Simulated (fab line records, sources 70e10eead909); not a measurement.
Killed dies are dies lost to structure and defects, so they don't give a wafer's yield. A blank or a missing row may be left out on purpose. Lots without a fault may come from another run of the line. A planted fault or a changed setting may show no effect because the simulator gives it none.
Which tool did it? | flow nand_harc | 14 lots, 42 wafers sampled, at 5 steps of a route of 1302

WHAT THE GAUGES READ, wafer by wafer
NHARC_THIN_TSV_CD_MEAS_37. Usual: cd_nm 5002.9 nm, standard deviation 2.2.
lot  | measured     | on        | cd_nm (nm)           | flag
L782 | day 23 23:55 | cd_sem-01 | 5002.2 5006.3 4999.4 |
L785 | day 24 19:03 | cd_sem-03 | 5004.3 5003.5 5004.1 |
L784 | day 24 17:31 | cd_sem-02 | 5005.8 5000.8 5000.8 |
L783 | day 24 22:28 | cd_sem-03 | 5000.4 4998.2 5003.8 |
L787 | day 25 16:57 | cd_sem-03 | 5003.0 5003.1 5001.4 |
L788 | day 26 11:32 | cd_sem-01 | 5001.1 5005.8 5003.9 |
L790 | day 27 04:38 | cd_sem-03 | 5002.7 5004.8 5003.4 |
L797 | day 30 06:17 | cd_sem-02 | 5000.4 5007.2 5004.1 |
L798 | day 30 16:37 | cd_sem-01 | 5003.6 5000.0 5003.5 |
L799 | day 30 12:06 | cd_sem-03 | 5003.6 5005.9 5003.7 |
L800 | day 30 17:47 | cd_sem-03 | 4998.5 4999.8 4999.9 |
L802 | day 32 09:39 | cd_sem-01 | 5002.8 5000.0 4999.0 |
L804 | day 33 18:02 | cd_sem-02 | 5003.3 5004.4 5003.1 |
L805 | day 33 19:26 | cd_sem-03 | 5003.3 5003.7 5003.7 |

NHARC_END_SORT_01. Usual: killed_at_array 57, standard deviation 19; killed_at_other 0.9, standard deviation 1.1; killed_at_periphery 4.0, standard deviation 2.6; killed_dies 62, standard deviation 19; killed_open 3.3, standard deviation 1.8; killed_short 2.4, standard deviation 1.7.
lot  | measured     | on        | killed_at_array | killed_at_other | killed_at_periphery | killed_dies | killed_open | killed_short | flag
L782 | day 24 07:41 | prober-02 | 72 74 72        | 0 0 0           | 5 10 6              | 77 84 78    | 5 3 5       | 4 2 6        |
L787 | day 25 23:10 | prober-02 | 85 86 86        | 0 0 0           | 4 2 2               | 89 88 88    | 3 1 5       | 2 4 2        |
L788 | day 26 19:47 | prober-01 | 141 141 125     | 1 1 2           | 1 5 0               | 143 147 127 | 6 3 1       | 2 1 1        | OFF
L790 | day 27 12:47 | prober-01 | 134 144 135     | 2 0 1           | 0 2 0               | 136 146 136 | 2 3 2       | 0 6 2        | OFF
L797 | day 30 14:55 | prober-02 | 83 79 76        | 1 1 0           | 2 1 4               | 86 81 80    | 2 2 7       | 4 1 2        |
L798 | day 31 03:48 | prober-01 | 51 44 47        | 1 2 4           | 5 6 5               | 57 52 56    | 2 5 5       | 2 3 2        |

WHICH TOOL RAN EACH LOT (tool, then ch and the chambers of the sampled wafers, then the start)
lot  | NHARC_A_CONTACT_ETCH_111             | NHARC_THIN_TSV_STRIP_45              | NHARC_THIN_TSV_STRIP_62
L782 | har_cap_etch-01 ch 0,1, day 21 08:17 | plasma_asher-01 ch 0,1, day 23 17:38 | plasma_asher-01 ch 0,1, day 23 19:11
L785 | har_cap_etch-02 ch 1, day 21 23:53   | plasma_asher-02 ch 1, day 24 12:41   | plasma_asher-01 ch 0,1, day 24 14:13
L784 | har_cap_etch-03 ch 0,1, day 22 03:28 | plasma_asher-02 ch 0,1, day 24 11:26 | plasma_asher-01 ch 0,1, day 24 12:56
L783 | har_cap_etch-03 ch 0,1, day 22 09:48 | plasma_asher-01 ch 0,1, day 24 15:59 | plasma_asher-01 ch 0,1, day 24 17:32
L787 | har_cap_etch-03 ch 0,1, day 23 03:44 | plasma_asher-02 ch 0,1, day 25 10:27 | plasma_asher-02 ch 0,1, day 25 11:59
L788 | har_cap_etch-03 ch 0,1, day 23 20:51 | plasma_asher-02 ch 0,1, day 26 05:18 | plasma_asher-01 ch 0,1, day 26 06:49
L790 | har_cap_etch-03 ch 0,1, day 24 15:31 | plasma_asher-01 ch 0,1, day 26 22:22 | plasma_asher-01 ch 0,1, day 26 23:55
L797 | har_cap_etch-03 ch 1, day 27 12:24   | plasma_asher-02 ch 0,1, day 29 23:52 | plasma_asher-02 ch 0,1, day 30 01:33
L798 | har_cap_etch-03 ch 0,1, day 27 22:23 | plasma_asher-01 ch 0,1, day 30 10:23 | plasma_asher-01 ch 0,1, day 30 11:54
L799 | har_cap_etch-02 ch 0, day 27 22:38   | plasma_asher-02 ch 0,1, day 30 05:46 | plasma_asher-02 ch 0,1, day 30 07:22
L800 | har_cap_etch-01 ch 1, day 27 23:10   | plasma_asher-02 ch 0,1, day 30 11:31 | plasma_asher-02 ch 0,1, day 30 13:03
L802 | har_cap_etch-03 ch 0,1, day 29 15:47 | plasma_asher-02 ch 0,1, day 32 03:28 | plasma_asher-01 ch 0,1, day 32 05:01
L804 | har_cap_etch-03 ch 0,1, day 31 02:34 | plasma_asher-02 ch 0,1, day 33 11:56 | plasma_asher-01 ch 0,1, day 33 13:24
L805 | har_cap_etch-02 ch 0,1, day 31 02:46 | plasma_asher-02 ch 0,1, day 33 13:13 | plasma_asher-02 ch 0,1, day 33 14:52
- NHARC_A_CONTACT_ETCH_111: etches the open film in C4F8/O2/Ar, time 140 s, target depth 700 nm.
- NHARC_THIN_TSV_STRIP_45: strips in O2.
- NHARC_THIN_TSV_STRIP_62: strips in N2/H2, time 20 s.

WHAT THE TOOLS THEMSELVES READ (means of the sampled wafers that have a number; where no wafer has one, the mark that the record gives instead)
NHARC_THIN_TSV_STRIP_45. Usual: drypump_motor_current_A 5.7 A, standard deviation 0.34; heater_power_w 347 W, standard deviation 26.
lot  | tool            | drypump_motor_current_A (A) | heater_power_w (W) | flag
L782 | plasma_asher-01 | 6.0                         | 379                |
L785 | plasma_asher-02 | 5.3                         | 321                |
L784 | plasma_asher-02 | 5.4                         | 337                |
L783 | plasma_asher-01 | 6.0                         | 373                |
L787 | plasma_asher-02 | 5.4                         | 324                |
L788 | plasma_asher-02 | 5.4                         | 327                |
L790 | plasma_asher-01 | 6.0                         | 374                |
L797 | plasma_asher-02 | 5.4                         | 331                |
L798 | plasma_asher-01 | 6.0                         | 389                |
L799 | plasma_asher-02 | 5.4                         | 325                |
L800 | plasma_asher-02 | 5.4                         | 324                |
L802 | plasma_asher-02 | 5.4                         | 329                |
L804 | plasma_asher-02 | 5.4                         | 327                |
L805 | plasma_asher-02 | 5.4                         | 326                |

NHARC_THIN_TSV_STRIP_62. Usual: drypump_motor_current_A 5.7 A, standard deviation 0.34; heater_power_w 351 W, standard deviation 26.
lot  | tool            | drypump_motor_current_A (A) | heater_power_w (W) | flag
L782 | plasma_asher-01 | 6.1                         | 359                |
L785 | plasma_asher-01 | 6.0                         | 374                |
L784 | plasma_asher-01 | 6.0                         | 375                |
L783 | plasma_asher-01 | 6.1                         | 355                |
L787 | plasma_asher-02 | 5.4                         | 338                |
L788 | plasma_asher-01 | 6.1                         | 359                |
L790 | plasma_asher-01 | 6.0                         | 367                |
L797 | plasma_asher-02 | 5.4                         | 322                |
L798 | plasma_asher-01 | 6.0                         | 381                |
L799 | plasma_asher-02 | 5.4                         | 326                |
L800 | plasma_asher-02 | 5.4                         | 331                |
L802 | plasma_asher-01 | 6.0                         | 379                |
L804 | plasma_asher-01 | 6.1                         | 370                |
L805 | plasma_asher-02 | 5.4                         | 324                |

THE ANSWER, worked out from the rows above alone
Rule: a lot is off if the mean of its wafers that have a number lies more than 3 standard deviations from the usual mean. A lot without any number at a reading at which 4 lots or more have one is off too. The other lots that the step has rows for count as sound. The gauges are gone through in route order, then the tools' own readings, and for those a lot's mean is taken as printed above. The first step at which some lot is off is used, and at that step the reading that is off furthest; a lot without a number counts as furthest.
Off: L788, L790, at NHARC_END_SORT_01 (killed_at_array). Neither off nor sound, because the step has no rows for them: L785, L784, L783, L799, L800, L802, L804, L805.
A tool fits if, at a process step before that reading, it ran every lot that is off, and no sound lot after the first of them. The gauges at NHARC_END_SORT_01 are tried like those tools. None of those tried fits.

WHAT THE SIMULATOR HAD PUT IN
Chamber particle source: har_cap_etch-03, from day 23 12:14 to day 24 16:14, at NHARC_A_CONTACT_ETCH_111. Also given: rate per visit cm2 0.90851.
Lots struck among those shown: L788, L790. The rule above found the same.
